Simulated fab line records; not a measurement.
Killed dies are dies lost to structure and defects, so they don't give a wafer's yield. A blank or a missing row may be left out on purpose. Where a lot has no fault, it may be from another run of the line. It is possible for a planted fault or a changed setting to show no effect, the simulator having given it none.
A lot that was struck, set against a sound lot + flow nandHarc + 14 out of 1159 route steps
Sound: these wafers, L450.2, L450.3, L450.6. Struck: wafers L435.2, L435.5. At the end, the cause is stated.
Order at every step that has rows: each side's tool, ch and its chambers, its first start. Under that, the readings that differ: sound wafers + struck wafers + difference of the means + sigmas: that difference in standard deviations of wafers without a fault.
alike: a reading whose means differ by less than 2 such deviations, as well as words and numbers matching on both sides. not compared: withheld readings; readings where some wafer has no value; bounds like >300 that might hide an equal value; numbers whose values overlap and for which the record gives no deviation.
Wherever a step has rows on one side only, a row that says differs or no value, or a row with sigmas, the two part there. Numbers that don't overlap but have no deviation are shown without sigmas and don't part them. A reading that every wafer of one side lacks parts them only if that side has two wafers or more.

first, 4 steps without rows for these wafers: NHARC_A_WL_FILL_STRIP_28 (strips in post etch residue remover, time 1200 s); NHARC_A_WL_FILL_PRECLEAN_06 (cleans in DIW, time 300 s); NHARC_A_WL_FILL_SRD_07; NHARC_A_WL_FILL_ANNEAL_08 (time 1800 s).
NHARC_A_WL_FILL_ALD_10: deposits SiO2, target thk 50 nm, pulse time 10 s, ald cycles 500.
  sound on aldHk-01 ch 0,1,2, day 20 15:07; struck on aldHk-02 ch 1,2, day 17 12:17
  alike: heaterPowerW, precursorPulseHeightRel
NHARC_A_WL_FILL_ETCHBACK_16: etches the open film in C4F8/O2/Ar, target depth 88 nm, time 17.6 s.
  sound: rieDiel-08 ch 1,2,3; struck: rieDiel-12 ch 0
| reading             | sound          | struck    | difference | sigmas |
|---------------------|----------------|-----------|------------|--------|
| oesProductAu (a.u.) | 0.94 0.93 0.94 | 1.00 1.02 | +0.07      | +2     |
  alike: chamberPressureMTorr, rfVppV
  not compared: rfHoursCounterH
NHARC_A_WL_FILL_STRIP_29: strips in O2, time 20 s.
  sound on rieDiel-08 ch 1,2,3, day 20 18:51; struck on rieDiel-12 ch 1, day 17 15:59
  alike: chamberPressureMTorr, drypumpMotorCurrentA, oesProductAu, rfVppV, showerheadPlenumPTorr, throttleValvePct
  not compared: rfHoursCounterH
NHARC_A_WL_FILL_ETCHBACK_17: etches the open film in Cl2/BCl3, target depth 4 nm, time 26.7 s.
  sound on rieMetal-01 ch 0,1, day 20 18:56; struck on rieMetal-01 ch 0,1, day 17 16:04
  alike: chamberPressureMTorr, drypumpMotorCurrentA, oesProductAu
  not compared: rfHoursCounterH
then, 3 steps without rows for these wafers: NHARC_A_WL_FILL_PRECLEAN_18 (cleans in dHF, time 30 s); NHARC_A_WL_FILL_SRD_21; NHARC_A_WL_FILL_CVD_23 (deposits poly-Si, target thk 40 nm, time 800 s).
NHARC_A_WL_FILL_ETCHBACK_26: etches the open film in HBr, target depth 52 nm, time 13.3 s.
  sound on rieSi-03 ch 0,1, day 20 23:56; struck on rieSi-05 ch 2, day 17 21:31
| reading                  | sound             | struck      | difference | sigmas |
|--------------------------|-------------------|-------------|------------|--------|
| drypumpMotorCurrentA (A) | 6.2 5.9 6.3       | 5.3 5.3     | -0.8       | -3     |
| oesProductAu (a.u.)      | 1.000 1.003 1.003 | 1.223 1.217 | +0.218     | +28    |
  alike: chamberPressureMTorr, throttleValvePct
  not compared: rfHoursCounterH
then, 1 step without rows for these wafers: NHARC_A_WL_FILL_PRECLEAN_30 (cleans in dHF, time 10 s).
NHARC_END_SORT_01:
  the record has rows for the sound wafers here (prober-01 ch 0, day 24 18:55) and none for the struck ones

## WHERE THEY PART
Earliest at NHARC_A_WL_FILL_ETCHBACK_16; latest, in this record, at NHARC_END_SORT_01.

WHY: whatever the simulator had introduced
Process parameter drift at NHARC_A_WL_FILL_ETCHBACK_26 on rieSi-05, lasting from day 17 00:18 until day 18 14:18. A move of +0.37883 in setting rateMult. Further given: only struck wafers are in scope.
